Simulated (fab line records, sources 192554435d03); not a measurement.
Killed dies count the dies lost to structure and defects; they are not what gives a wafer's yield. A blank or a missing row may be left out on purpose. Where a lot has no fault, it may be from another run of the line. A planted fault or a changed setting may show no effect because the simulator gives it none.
Matching of chambers ; flow n5Finfet ; N5_BEOL_M6_DESCUM_16 on rieDiel-01: 4 sister chambers
The step chemistry O2, time 7.9 s. 4 wafers are shown with their chamber, then 8 later ones without.

== EACH WAFER AND ITS CHAMBER ==
wafer;chamber;drypumpMotorCurrentA (A)
L091.2;1;5.0
L091.5;3;5.5
L091.6;2;5.9
L092.1;0;5.8

== WAFERS MISSING THEIR CHAMBER ==
wafer;drypumpMotorCurrentA (A)
L092.2;5.9
L092.5;5.6
L093.3;5.0
L093.4;5.9
L093.6;5.0
L095.1;5.0
L095.4;5.8
L095.6;5.8

== CHAMBER TAKEN BY EACH ==
wafer;from the rows above;in truth
L092.2;2;2
L092.5;3;3
L093.3;1;1
L093.4;2;2
L093.6;1;1
L095.1;1;1
L095.4;0;0
L095.6;0;0
Correctly placed: 8 of 8. Not placeable from these rows: 0. Number placed wrongly: 0.
How it was worked out, from the rows above alone: a wafer's distance from a chamber is the root of the sum, over the readings, of the square of ((its reading less the chamber's mean) divided by the reading's scatter). The wafer belongs to the nearest chamber; if the next one is less than 2 further off, it can't be placed. The mean given for a chamber averages the wafers shown for that chamber. The scatter (one wafer shown for each chamber): square how far every hidden wafer sits from the nearest shown wafer, average those squares and take the square root.
